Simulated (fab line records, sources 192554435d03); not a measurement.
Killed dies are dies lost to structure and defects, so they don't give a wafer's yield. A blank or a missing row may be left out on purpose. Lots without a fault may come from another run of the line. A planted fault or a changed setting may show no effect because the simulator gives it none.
Split-lot experiment | flow n5_finfet | 7 lots, 21 wafers read, on a route of 1938 steps

THE SPLIT
At N5_BEOL_M2_ALD_98 (deposits SiO2, target thk 2.5 nm, pulse time 1 s, co reactant pulse time 1 s), the setting ald_cycles was moved away from the recipe's 17 on 8 of the 21 wafers read, by -5.9% to +11.8%. The other wafers ran this setting at the recipe's value.

The reading is taken at the split's own step.

THE READING
SiO2_of_BEOL_M2_ALD_98.thk_nm (the simulator's own value, which no gauge read), in nm, at N5_BEOL_M2_ALD_98 (deposits SiO2, target thk 2.5 nm, pulse time 1 s, co reactant pulse time 1 s). The file gives no usual value for it. The 13 wafers here that ran the recipe average 2.5 nm, standard deviation 0.097 nm.

wafer  | tool, chamber at the split | ald_cycles as run | against the recipe | SiO2_of_BEOL_M2_ALD_98.thk_nm, nm | against lot-mates on the recipe
L075.2 | ald_sin-03, 1,0,2          | 17                | recipe             | 2.4                               | -
L075.3 | ald_sin-03, 1,0,2          | 17                | recipe             | 2.4                               | -
L075.5 | ald_sin-03, 1,0,2          | 17                | recipe             | 2.4                               | -
L076.2 | ald_sin-03, 3,2            | 17                | recipe             | 2.6                               | -
L076.6 | ald_sin-03, 3,2            | 17                | recipe             | 2.6                               | -
L076.3 | ald_sin-03, 1              | 16                | -5.9%              | 2.4                               | -0.2
L080.2 | ald_sin-01, 1              | 17                | recipe             | 2.6                               | -
L080.3 | ald_sin-01, 0              | 19                | +11.8%             | 2.8                               | +0.2
L080.5 | ald_sin-01, 0              | 19                | +11.8%             | 2.8                               | +0.2
L082.3 | ald_sin-03, 2,0,3          | 17                | recipe             | 2.6                               | -
L082.4 | ald_sin-03, 2,0,3          | 17                | recipe             | 2.6                               | -
L082.6 | ald_sin-03, 2,0,3          | 17                | recipe             | 2.6                               | -
L085.2 | ald_sin-01, 0              | 17                | recipe             | 2.6                               | -
L085.3 | ald_sin-01, 3              | 17                | recipe             | 2.4                               | -
L085.4 | ald_sin-01, 1              | 18                | +5.9%              | 2.6                               | +0.1
L086.1 | ald_sin-03, 3,2            | 18                | +5.9%              | 2.6                               | +0.0
L086.4 | ald_sin-03, 3,2            | 18                | +5.9%              | 2.6                               | +0.0
L086.5 | ald_sin-03, 2              | 17                | recipe             | 2.6                               | -
L096.1 | ald_sin-01, 3,0            | 19                | +11.8%             | 2.8                               | +0.4
L096.4 | ald_sin-01, 3,0            | 19                | +11.8%             | 2.8                               | +0.4
L096.6 | ald_sin-01, 3              | 17                | recipe             | 2.4                               | -
Where a row lists several chambers, the file gives one row for several wafers and doesn't say which wafer went through which chamber.

THE FIT
A straight line over all 21 wafers: SiO2_of_BEOL_M2_ALD_98.thk_nm changes by +0.0222 nm for each +1% of ald_cycles; r = +0.81; the points scatter about the line by 0.083 nm.
The same after taking each lot's own level away (the mean of its wafers on the recipe; 21 wafers): +0.0243 nm for each +1%; r = +0.87; scatter 0.073 nm.
On that fit, the largest move of ald_cycles shifts the reading by 0.29 nm.
The lots' own levels span 2.40 to 2.60 nm, that is 2.1 times the standard deviation above.
So the lot-to-lot level changes the slope little: the two slopes agree.
Check: with one of the wafers moved furthest among these (+11.8%) left out of the fit, the line predicts +0.287 nm for it against its lot-mates. It came out at +0.2 nm against them.

OTHER SPLITS ON THESE WAFERS
These wafers also went through other splits before the reading. Each is held against what the fit with the lots' levels taken away leaves over:
other split on the same wafers | wafers away from the commonest value | r with SiO2_of_BEOL_M2_ALD_98.thk_nm (lot level and that fit taken away)
N5_BEOL_M1_EXPOSE_08 dose_mj   | 8                                    | -0.07

THE FILE'S OWN FIT
SiO2_of_BEOL_M2_ALD_98.thk_nm changes by +0.0232 nm for each +1% of ald_cycles, r = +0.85.
